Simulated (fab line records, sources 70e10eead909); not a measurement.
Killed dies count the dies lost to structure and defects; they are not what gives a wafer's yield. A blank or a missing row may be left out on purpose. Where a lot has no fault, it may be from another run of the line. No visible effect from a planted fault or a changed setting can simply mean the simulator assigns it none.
Which tool did it? || flow nand-harc || 13 lots, 39 wafers sampled, at 5 steps of a route of 1302

## WHAT THE GAUGES SHOWED, per wafer
NHARC_A_DECK1_JOINT_THK_MEAS_14: measures by ellipsometry.
{"lot": "L875", "measured": "day 11 12:59", "on": "film-metro-02", "thk-nm (nm)": "52.4 52.3 52.0"}
{"lot": "L876", "measured": "day 11 22:14", "on": "film-metro-01", "thk-nm (nm)": "51.7 51.7 48.6"}
{"lot": "L877", "measured": "day 12 16:16", "on": "film-metro-02", "thk-nm (nm)": "53.9 51.8 52.6"}
{"lot": "L878", "measured": "day 13 03:04", "on": "film-metro-01", "thk-nm (nm)": "50.8 51.6 52.1"}
{"lot": "L880", "measured": "day 13 22:01", "on": "film-metro-01", "thk-nm (nm)": "49.9 50.6 53.0"}
{"lot": "L881", "measured": "day 14 20:51", "on": "film-metro-02", "thk-nm (nm)": "51.7 52.5 48.6"}
{"lot": "L888", "measured": "day 17 13:33", "on": "film-metro-01", "thk-nm (nm)": "50.7 53.1 52.4"}
{"lot": "L891", "measured": "day 18 18:55", "on": "film-metro-01", "thk-nm (nm)": "49.6 50.7 52.3"}
{"lot": "L892", "measured": "day 19 00:13", "on": "film-metro-01", "thk-nm (nm)": "51.0 50.1 48.8"}
{"lot": "L893", "measured": "day 20 01:11", "on": "film-metro-02", "thk-nm (nm)": "52.1 52.1 51.0"}
{"lot": "L895", "measured": "day 20 13:18", "on": "film-metro-01", "thk-nm (nm)": "51.0 51.1 49.8"}
{"lot": "L896", "measured": "day 21 10:18", "on": "film-metro-02", "thk-nm (nm)": "52.3 51.8 51.3"}
{"lot": "L897", "measured": "day 21 10:16", "on": "film-metro-02", "thk-nm (nm)": "52.3 49.8 50.5"}

NHARC_A_ONON_D2_THK_MEAS_30: measures by ellipsometry.
{"lot": "L875", "measured": "day 12 23:09", "on": "film-metro-01", "thk-nm (nm)": "992 993 992"}
{"lot": "L876", "measured": "day 13 11:07", "on": "film-metro-01", "thk-nm (nm)": "990 989 989"}
{"lot": "L877", "measured": "day 14 04:09", "on": "film-metro-02", "thk-nm (nm)": "1005 1003 1005"}
{"lot": "L878", "measured": "day 14 16:16", "on": "film-metro-02", "thk-nm (nm)": "1015 1018 1016"}
{"lot": "L880", "measured": "day 15 17:06", "on": "film-metro-01", "thk-nm (nm)": "998 997 995"}
{"lot": "L881", "measured": "day 16 14:23", "on": "film-metro-01", "thk-nm (nm)": "996 998 998"}
{"lot": "L888", "measured": "day 19 03:05", "on": "film-metro-02", "thk-nm (nm)": "639 639 639"}
{"lot": "L891", "measured": "day 20 08:15", "on": "film-metro-01", "thk-nm (nm)": "635 633 634"}
{"lot": "L892", "measured": "day 20 14:37", "on": "film-metro-02", "thk-nm (nm)": "1004 1002 1003"}
{"lot": "L893", "measured": "day 21 21:10", "on": "film-metro-02", "thk-nm (nm)": "1002 1004 1004"}
{"lot": "L895", "measured": "day 21 21:32", "on": "film-metro-01", "thk-nm (nm)": "1010 1011 1010"}
{"lot": "L896", "measured": "day 22 21:43", "on": "film-metro-01", "thk-nm (nm)": "1008 1008 1006"}
{"lot": "L897", "measured": "day 22 21:26", "on": "film-metro-02", "thk-nm (nm)": "1012 1014 1013"}

NHARC_END_SORT_01.
{"lot": "L888", "measured": "day 30 16:21", "on": "prober-02", "killed-at-array": "677 673 673", "killed-at-other": "0 0 0", "killed-at-periphery": "0 4 4", "killed-dies": "677 677 677", "killed-open": "2 4 3", "killed-short": "2 3 2"}
{"lot": "L891", "measured": "day 31 23:31", "on": "prober-01", "killed-at-array": "671 673 671", "killed-at-other": "3 1 3", "killed-at-periphery": "3 3 3", "killed-dies": "677 677 677", "killed-open": "2 2 2", "killed-short": "3 3 3"}

## WHICH TOOL RAN EACH LOT (tool, then ch and the chambers of the sampled wafers, then the start)
{"lot": "L875", "NHARC_A_CHANNEL_FILL_D1_STRIP_29": "rie-diel-11 ch 0,1,2, day 11 12:59 or earlier", "NHARC_A_ONON_D2_DEP_28": "pecvd-onon-02 ch 0, day 12 22:38"}
{"lot": "L876", "NHARC_A_CHANNEL_FILL_D1_STRIP_29": "rie-diel-05 ch 0,1,3, day 11 05:35", "NHARC_A_ONON_D2_DEP_28": "pecvd-onon-04 ch 0, day 13 10:37"}
{"lot": "L877", "NHARC_A_CHANNEL_FILL_D1_STRIP_29": "rie-diel-08 ch 1,2,3, day 12 16:16 or earlier", "NHARC_A_ONON_D2_DEP_28": "pecvd-onon-02 ch 0, day 14 03:38"}
{"lot": "L878", "NHARC_A_CHANNEL_FILL_D1_STRIP_29": "rie-diel-05 ch 1,2,3, day 13 03:04 or earlier", "NHARC_A_ONON_D2_DEP_28": "pecvd-onon-03 ch 0, day 14 15:48"}
{"lot": "L880", "NHARC_A_CHANNEL_FILL_D1_STRIP_29": "rie-diel-11 ch 0,1,3, day 13 22:01 or earlier", "NHARC_A_ONON_D2_DEP_28": "pecvd-onon-02 ch 0, day 15 16:43"}
{"lot": "L881", "NHARC_A_CHANNEL_FILL_D1_STRIP_29": "rie-diel-08 ch 1,2, day 14 20:51 or earlier", "NHARC_A_ONON_D2_DEP_28": "pecvd-onon-03 ch 0, day 16 13:56"}
{"lot": "L888", "NHARC_A_CHANNEL_FILL_D1_STRIP_29": "rie-diel-05 ch 0,2, day 17 13:33 or earlier", "NHARC_A_ONON_D2_DEP_28": "pecvd-onon-02 ch 0, day 19 02:38"}
{"lot": "L891", "NHARC_A_CHANNEL_FILL_D1_STRIP_29": "rie-diel-08 ch 0,1, day 18 18:55 or earlier", "NHARC_A_ONON_D2_DEP_28": "pecvd-onon-02 ch 0, day 20 07:48"}
{"lot": "L892", "NHARC_A_CHANNEL_FILL_D1_STRIP_29": "rie-diel-08 ch 0,1,2, day 19 00:13 or earlier", "NHARC_A_ONON_D2_DEP_28": "pecvd-onon-03 ch 0, day 20 14:06"}
{"lot": "L893", "NHARC_A_CHANNEL_FILL_D1_STRIP_29": "rie-diel-08 ch 0,3, day 20 01:11 or earlier", "NHARC_A_ONON_D2_DEP_28": "pecvd-onon-03 ch 0, day 21 20:40"}
{"lot": "L895", "NHARC_A_CHANNEL_FILL_D1_STRIP_29": "rie-diel-05 ch 0,3, day 20 13:18 or earlier", "NHARC_A_ONON_D2_DEP_28": "pecvd-onon-03 ch 0, day 21 21:01"}
{"lot": "L896", "NHARC_A_CHANNEL_FILL_D1_STRIP_29": "rie-diel-08 ch 0,1,3, day 21 10:18 or earlier", "NHARC_A_ONON_D2_DEP_28": "pecvd-onon-02 ch 0, day 22 21:16"}
{"lot": "L897", "NHARC_A_CHANNEL_FILL_D1_STRIP_29": "rie-diel-11 ch 0,1,3, day 21 10:16 or earlier", "NHARC_A_ONON_D2_DEP_28": "pecvd-onon-03 ch 0, day 22 20:55"}
- NHARC_A_CHANNEL_FILL_D1_STRIP_29: strips in O2, time 20 s.
- NHARC_A_ONON_D2_DEP_28: target thk 1000 nm.

## WHAT THE TOOLS THEMSELVES READ (means of the sampled wafers that have a number; where no wafer has one, the mark that the record gives instead)
NHARC_A_CHANNEL_FILL_D1_STRIP_29.
{"lot": "L875", "tool": "rie-diel-11", "drypump-motor-current-A (A)": 5.92, "o2-flow-sccm (sccm)": 498.1, "oes-product-au (a.u.)": 0.997, "rf-vpp-V (V)": 57.5, "showerhead-plenum-p-Torr (Torr)": 3.48, "throttle-valve-pct (%)": 17.044}
{"lot": "L876", "tool": "rie-diel-05", "drypump-motor-current-A (A)": 5.82, "o2-flow-sccm (sccm)": 500.7, "oes-product-au (a.u.)": 0.999, "rf-vpp-V (V)": 57.3, "showerhead-plenum-p-Torr (Torr)": 3.50, "throttle-valve-pct (%)": 17.040}
{"lot": "L877", "tool": "rie-diel-08", "drypump-motor-current-A (A)": 5.87, "o2-flow-sccm (sccm)": 500.9, "oes-product-au (a.u.)": 1.002, "rf-vpp-V (V)": 57.9, "showerhead-plenum-p-Torr (Torr)": 3.55, "throttle-valve-pct (%)": 17.029}
{"lot": "L878", "tool": "rie-diel-05", "drypump-motor-current-A (A)": 5.87, "o2-flow-sccm (sccm)": 499.5, "oes-product-au (a.u.)": 1.006, "rf-vpp-V (V)": 57.1, "showerhead-plenum-p-Torr (Torr)": 3.50, "throttle-valve-pct (%)": 17.038}
{"lot": "L880", "tool": "rie-diel-11", "drypump-motor-current-A (A)": 5.76, "o2-flow-sccm (sccm)": 500.4, "oes-product-au (a.u.)": 1.003, "rf-vpp-V (V)": 57.9, "showerhead-plenum-p-Torr (Torr)": 3.49, "throttle-valve-pct (%)": 17.035}
{"lot": "L881", "tool": "rie-diel-08", "drypump-motor-current-A (A)": 6.06, "o2-flow-sccm (sccm)": 498.3, "oes-product-au (a.u.)": 0.992, "rf-vpp-V (V)": 57.9, "showerhead-plenum-p-Torr (Torr)": 3.52, "throttle-valve-pct (%)": 17.039}
{"lot": "L888", "tool": "rie-diel-05", "drypump-motor-current-A (A)": 5.89, "o2-flow-sccm (sccm)": 500.1, "oes-product-au (a.u.)": 0.999, "rf-vpp-V (V)": 57.2, "showerhead-plenum-p-Torr (Torr)": 3.33, "throttle-valve-pct (%)": 17.035}
{"lot": "L891", "tool": "rie-diel-08", "drypump-motor-current-A (A)": 6.30, "o2-flow-sccm (sccm)": 500.9, "oes-product-au (a.u.)": 0.999, "rf-vpp-V (V)": 57.3, "showerhead-plenum-p-Torr (Torr)": 3.54, "throttle-valve-pct (%)": 17.036}
{"lot": "L892", "tool": "rie-diel-08", "drypump-motor-current-A (A)": 6.14, "o2-flow-sccm (sccm)": 498.4, "oes-product-au (a.u.)": 1.008, "rf-vpp-V (V)": 57.5, "showerhead-plenum-p-Torr (Torr)": 3.57, "throttle-valve-pct (%)": 17.034}
{"lot": "L893", "tool": "rie-diel-08", "drypump-motor-current-A (A)": 5.86, "o2-flow-sccm (sccm)": 498.7, "oes-product-au (a.u.)": 0.996, "rf-vpp-V (V)": 57.8, "showerhead-plenum-p-Torr (Torr)": 3.59, "throttle-valve-pct (%)": 17.032}
{"lot": "L895", "tool": "rie-diel-05", "drypump-motor-current-A (A)": 5.80, "o2-flow-sccm (sccm)": 501.9, "oes-product-au (a.u.)": 0.994, "rf-vpp-V (V)": 57.1, "showerhead-plenum-p-Torr (Torr)": 3.47, "throttle-valve-pct (%)": 17.046}
{"lot": "L896", "tool": "rie-diel-08", "drypump-motor-current-A (A)": 6.09, "o2-flow-sccm (sccm)": 500.3, "oes-product-au (a.u.)": 0.997, "rf-vpp-V (V)": 58.0, "showerhead-plenum-p-Torr (Torr)": 3.56, "throttle-valve-pct (%)": 17.036}
{"lot": "L897", "tool": "rie-diel-11", "drypump-motor-current-A (A)": 5.74, "o2-flow-sccm (sccm)": 499.3, "oes-product-au (a.u.)": 1.000, "rf-vpp-V (V)": 56.8, "showerhead-plenum-p-Torr (Torr)": 3.49, "throttle-valve-pct (%)": 17.043}

## THE ANSWER, worked out from the rows above alone
Rule: the usual values come from the lots themselves. Put in order of their means at a reading, lots are off if they are a third of the lots or fewer, leave a main group of 4 or more, and stand apart from it by a gap of 3 or more times the standard deviation of the main group's means; of several such gaps the widest counts. If all means in a main group match to the digits the tables above print for the reading, that group is not used. A lot without any number at a reading at which 4 lots or more have one is off too. Where the step has rows for the other lots, those lots are counted as sound. The gauges are gone through in route order, then the tools' own readings, and for those a lot's mean is taken as printed above. The first step at which some lot is off is used, and at that step the reading that is off furthest; a lot without a number counts as furthest.
Off: L888, L891 (NHARC_A_ONON_D2_THK_MEAS_30, thk-nm). Mean 1003 nm and standard deviation 8.1 in the main group.
If a tool, at a process step before that reading, ran all the lots that are off and no sound lot after the first of them, it fits. Gauges at NHARC_A_ONON_D2_THK_MEAS_30: tried the same way as those tools. With no start given for some of its lots, NHARC_A_CHANNEL_FILL_D1_STRIP_29 uses the hours and lot order of NHARC_A_DECK1_JOINT_THK_MEAS_14. Of those tried, none fits.

## WHAT THE SIMULATOR HAD PUT IN
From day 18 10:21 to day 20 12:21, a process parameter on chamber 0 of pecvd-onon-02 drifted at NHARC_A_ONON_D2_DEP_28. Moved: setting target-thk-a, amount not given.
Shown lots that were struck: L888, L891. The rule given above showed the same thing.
